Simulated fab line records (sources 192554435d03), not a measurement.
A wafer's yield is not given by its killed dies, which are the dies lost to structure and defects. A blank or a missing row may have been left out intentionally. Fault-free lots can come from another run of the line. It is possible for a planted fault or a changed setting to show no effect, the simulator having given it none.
A struck lot beside a sound one / flow n5_finfet / 35 steps out of a route of 1938
Sound: these wafers, L570.1, L570.2, L570.4. Struck: wafers L567.2, L567.3, L567.4. Last of all comes the cause.
Each step with rows lists, per side, the tool, then ch with its chambers, then its first start. Under that, the readings that differ: sound wafers / struck wafers / difference of the means / sigmas: that difference in standard deviations of wafers without a fault.
alike: readings with means less than 2 such deviations apart, plus words and numbers identical on both sides. not compared: withheld readings, readings lacking a value on some wafer, bounds such as >300 that could conceal the same value, and numbers that have no deviation in the record and whose values overlap.
Wherever a step has rows on one side only, a row that says differs or no value, or a row with sigmas, the two part there. Non-overlapping numbers with no deviation appear without sigmas and do not part them. Lack of a reading on every wafer of one side parts them only where that side has two or more wafers.

first, 9 steps without rows for these wafers: N5_MOL_CONTACT_COAG_SOFTBAKE_35 (time 60 s); N5_MOL_CONTACT_COAG_EXPOSE_37 (exposes mask VD, defocus 0 nm); N5_MOL_CONTACT_COAG_PEB_38 (peb time 60 s); N5_MOL_CONTACT_COAG_DEVELOP_39 (develop time 30 s); N5_MOL_CONTACT_COAG_DESCUM_45 (chemistry O2, time 7 s); N5_MOL_CONTACT_COAG_ETCH_65 (etches underlayer in N2/H2, target depth 13 nm, time 10.4 s); N5_MOL_CONTACT_COAG_ETCH_66 (etches SiARC in CF4, target depth 13 nm, time 21.7 s); N5_MOL_CONTACT_COAG_ALD_133 (deposits SiO2, target thk 5 nm, pulse time 1 s, co reactant pulse time 1 s); N5_MOL_CONTACT_COAG_ETCHBACK_134 (etches SiO2 in CHF3, target depth 10 nm, time 6.7 s).
N5_MOL_CONTACT_COAG_ETCH_67: etches SOC in N2/H2, target depth 60 nm, overetch 21 nm, time 101.2 s.
  sound on rie_diel-04 ch 1,2,3, day 9 05:48; struck on rie_diel-03 ch 1,2,3, day 8 12:22
  alike: drypump_motor_current_A, oes_product_au, rf_fwd_power_W, rf_vpp_V, showerhead_plenum_p_Torr, throttle_valve_pct
  not compared: rf_hours_counter_h
then, 24 steps without rows for these wafers: N5_MOL_CONTACT_COAG_STRIP_68 (strips in N2/H2); N5_MOL_CONTACT_COAG_STRIP_69 (strips in N2/H2); N5_MOL_CONTACT_COAG_ETCHBACK_136 (etches SiO2 in CHF3, target depth 25 nm, time 16.7 s); N5_MOL_CONTACT_COAG_STRIP_120 (strips in CHF3); N5_MOL_CONTACT_COAG_VIA_ETCH_117 (etches SiO2 in C4F6/O2, target depth 40 nm, overetch 8 nm, time 26 s); N5_MOL_CONTACT_COAG_ETCH_124 (etches SiNx in CH3F/O2, stops on SiOC, target depth 6.5 nm); N5_MOL_CONTACT_COAG_ETCH_48 (etches SiOC in C4F6/O2, target depth 15 nm, overetch 4.5 nm, time 17 s); N5_MOL_CONTACT_COAG_STRIP_72 (strips in N2/H2); N5_MOL_CONTACT_COAG_STRIP_49 (strips in N2/H2, time 30 s); N5_MOL_CONTACT_COAG_PRECLEAN_138 (cleans in alkaline clean, time 60 s); N5_MOL_CONTACT_COAG_SRD_139 (time 30 s); N5_MOL_CONTACT_COAG_PRE_CLEAN_121; N5_MOL_CONTACT_COAG_CVD_140 (deposits W, target thk 66.5 nm, time 215 s); N5_MOL_CONTACT_COAG_PRECLEAN_127 (cleans in DIW, time 57.5 s); N5_MOL_CONTACT_COAG_SRD_128 (dry time 32 s); N5_MOL_CONTACT_COAG_CMP_52 (polishes, stops on SiO2, t overpolish 1.5 s, target thk 66.5 nm); N5_MOL_CONTACT_COAG_ANNEAL_112 (time 1800 s); N5_BEOL_M0_SAQP_PECVD_00 (deposits SiCN from 3MS/NH3, target thk 8 nm, time 14 s); N5_BEOL_M0_SAQP_ILD_DEP_01 (deposits SiOC from DEMS/O2, target thk 45.419 nm, time 8.7 s); N5_BEOL_M0_SAQP_HM_DEP_02 (deposits TiN, target thk 12 nm); N5_BEOL_M0_SAQP_PECVD_03 (deposits SiCN from 3MS/NH3, target thk 12 nm, time 21.1 s); N5_BEOL_M0_SAQP_PECVD_96 (deposits a-Si from SiH4/He, target thk 45 nm, time 45.2 s); N5_BEOL_M0_SAQP_PECVD_97 (deposits SiNx from SiH4/NH3/N2, target thk 23 nm, time 19.9 s); N5_BEOL_M0_SAQP_PECVD_04 (deposits a-Si from SiH4/He, target thk 60 nm, time 60.2 s).
-- record jumps: 7 days separate the struck wafers' starts on either side; left off in module BEOL_M0_SAQP, taken up again in module PASSIVATION, whose first shown step is the route's number 1936 --
N5_PASSIVATION_PROBE_49:
  sound on prober-01 at day 16 14:46; struck on prober-01 at day 15 12:27
reading=killed_at_contacts; sound=19 11 11; struck=136 129 116; difference=+113; sigmas=+16
reading=killed_dies; sound=111 122 103; struck=209 225 187; difference=+95; sigmas=+6
reading=killed_on_rim; sound=16 9 13; struck=27 8 28; difference=+8; sigmas=+2
  alike: killed_at_M0_to_M3, killed_at_M4_up, killed_at_front_end, killed_at_other, killed_open, killed_short

== WHERE THEY PART ==
At N5_PASSIVATION_PROBE_49 and nowhere else, as far as this record goes.

WHY: the cause the simulator had injected
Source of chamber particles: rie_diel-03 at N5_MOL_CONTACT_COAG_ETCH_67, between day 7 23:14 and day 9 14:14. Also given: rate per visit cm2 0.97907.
